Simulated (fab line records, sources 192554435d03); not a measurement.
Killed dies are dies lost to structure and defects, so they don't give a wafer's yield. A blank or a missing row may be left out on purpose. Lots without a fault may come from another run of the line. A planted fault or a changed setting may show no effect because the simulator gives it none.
Chamber matching | flow n5_finfet | N5_BEOL_M10_CURE_71 on uv_cure-02: 3 sister chambers
The step cures SiCOH lowk, time 240 s. 6 wafers are shown with their chamber, then 12 later ones without.

WAFERS WITH THEIR CHAMBER
wafer  | chamber | lamp_power_pct (%) | wafer_temp_C_max
L075.3 | 1       | 52.38              | 386.7
L075.4 | 1       | 52.38              | 386.6
L081.5 | 2       | 52.31              | 387.4
L081.6 | 2       | 52.40              | 387.1
L092.4 | 0       | 52.30              | 387.1
L092.6 | 0       | 52.22              | 387.3

WAFERS WITHOUT THEIR CHAMBER
wafer  | lamp_power_pct (%) | wafer_temp_C_max
L092.2 | 52.32              | 387.0
L092.3 | 52.39              | 387.0
L092.5 | 52.32              | 386.8
L094.2 | 52.29              | 386.4
L094.3 | 52.23              | 387.2
L094.4 | 52.28              | 387.1
L095.1 | 52.34              | 387.6
L095.2 | 52.29              | 387.5
L095.6 | 52.37              | 386.8
L097.4 | 52.35              | 386.6
L097.5 | 52.25              | 386.5
L097.6 | 52.28              | 385.7

WHICH CHAMBER EACH WENT THROUGH
wafer  | from the rows above          | in truth
L092.2 | can't be placed: 2 or 0 or 1 | 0
L092.3 | can't be placed: 2 or 1 or 0 | 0
L092.5 | can't be placed: 1 or 0 or 2 | 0
L094.2 | 1                            | 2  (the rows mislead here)
L094.3 | can't be placed: 0 or 2      | 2
L094.4 | can't be placed: 0 or 2      | 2
L095.1 | can't be placed: 2 or 0      | 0
L095.2 | can't be placed: 0 or 2      | 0
L095.6 | can't be placed: 1 or 2      | 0
L097.4 | 1                            | 1
L097.5 | can't be placed: 1 or 0      | 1
L097.6 | 1                            | 1
Placed correctly: 2 of 12. Can't be placed from these rows: 9 (the true chamber is among the candidates in 8). Placed wrongly: 1.
How it was worked out, from the rows above alone: a wafer's distance from a chamber is the root of the sum, over the readings, of the square of ((its reading less the chamber's mean) divided by the reading's scatter). The wafer belongs to the nearest chamber; if the next one is less than 2 further off, it can't be placed. A chamber's mean is the mean of its shown wafers. The scatter: the root of (the sum of the squares of (reading less its chamber's mean) over the shown wafers, divided by (wafers less chambers)).
